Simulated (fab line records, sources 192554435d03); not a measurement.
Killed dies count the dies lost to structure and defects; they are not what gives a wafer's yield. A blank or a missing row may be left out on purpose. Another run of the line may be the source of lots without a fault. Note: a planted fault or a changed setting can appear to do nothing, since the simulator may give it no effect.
Lot-split experiment | flow n5Finfet | 21 wafers read across 7 lots, on a route 1938 steps long

== ON THE SPLIT ==
At N5_BEOL_M12_SPUTTER_44 (material Ta, target thk 10 nm, time 16.13 s), the setting timeS was moved away from the recipe's 16.13 s on 4 of the 21 wafers read, by -13.7% to +6.0%. All remaining wafers had this setting at the recipe value.

The reading is taken at the split's own step.

== THE READING ==
Ta_of_BEOL_M12_SPUTTER_44.thkNm (the simulator's own value, which no gauge read), in nm, at N5_BEOL_M12_SPUTTER_44 (material Ta, target thk 10 nm, time 16.13 s). The file does not state a usual value for it. Here, 17 wafers ran the recipe; their average is 10.0 nm with a standard deviation of 0.15 nm.

wafer  | tool, chamber at the split | timeS as run, s | against the recipe | Ta_of_BEOL_M12_SPUTTER_44.thkNm, nm | against lot-mates on the recipe
L076.1 | pvdSputter-01, -           | 16.13           | recipe             | 9.8                                 | -
L076.5 | pvdSputter-01, -           | 16.13           | recipe             | 9.8                                 | -
L076.2 | pvdSputter-01, -           | 16.13           | recipe             | 10                                  | -
L074.2 | pvdSputter-01, -           | 17.09           | +6.0%              | 10.6                                | +0.4
L074.3 | pvdSputter-01, -           | 16.13           | recipe             | 10.2                                | -
L074.6 | pvdSputter-01, -           | 16.13           | recipe             | 10.2                                | -
L084.1 | pvdSputter-03, -           | 16.13           | recipe             | 10                                  | -
L084.6 | pvdSputter-03, -           | 16.13           | recipe             | 10                                  | -
L084.3 | pvdSputter-03, -           | 16.13           | recipe             | 9.8                                 | -
L083.2 | pvdSputter-01, -           | 16.13           | recipe             | 10.2                                | -
L083.3 | pvdSputter-01, -           | 16.13           | recipe             | 10                                  | -
L083.5 | pvdSputter-01, -           | 16.13           | recipe             | 10                                  | -
L092.1 | pvdSputter-01, -           | 16.13           | recipe             | 10                                  | -
L092.4 | pvdSputter-01, -           | 16.13           | recipe             | 10.2                                | -
L092.6 | pvdSputter-01, -           | 16.92           | +4.9%              | 10.6                                | +0.5
L094.1 | pvdSputter-01, -           | 15.15           | -6.1%              | 9.4                                 | -0.5
L094.3 | pvdSputter-01, -           | 16.13           | recipe             | 9.8                                 | -
L094.5 | pvdSputter-01, -           | 16.13           | recipe             | 10                                  | -
L095.1 | pvdSputter-02, -           | 13.92           | -13.7%             | 8.8                                 | -1.4
L095.2 | pvdSputter-02, -           | 16.13           | recipe             | 10.2                                | -
L095.4 | pvdSputter-02, -           | 16.13           | recipe             | 10.2                                | -

THE FIT
A straight line over all 21 wafers: Ta_of_BEOL_M12_SPUTTER_44.thkNm changes by +0.0946 nm for each +1% of timeS; r = +0.93; the points scatter about the line by 0.15 nm.
The same after taking each lot's own level away (the mean of its wafers on the recipe; 21 wafers): +0.095 nm for each +1%; r = +0.97; scatter 0.093 nm.
According to that fit, moving timeS by its largest amount changes the reading by 1.3 nm.
Measured against the standard deviation above, the lots' own levels, which go from 9.87 to 10.20 nm, span 2.2 times it.
The two slopes agree, so the slope changes little with the lot-to-lot level.
Check: for one of the wafers moved furthest among these (-13.7%), held out of the fit, the line's prediction against its lot-mates is -1.12 nm. It came out at -1.4 nm against them.

== THESE WAFERS: OTHER SPLITS ==
Note: prior to the reading, these wafers also went through further splits. Each is held against what the fit with the lots' levels taken away leaves over:
other split on the same wafers | wafers away from the commonest value | r with Ta_of_BEOL_M12_SPUTTER_44.thkNm (lot level and that fit taken away)
N5_BEOL_M11_EXPOSE_08 doseMj   | 7                                    | +0.11
N5_BEOL_M11_EXPOSE_25 doseMj   | 2                                    | +0.00

== THE FILE'S OWN FIT ==
Ta_of_BEOL_M12_SPUTTER_44.thkNm changes by +0.0952 nm for each +1% of timeS, r = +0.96.
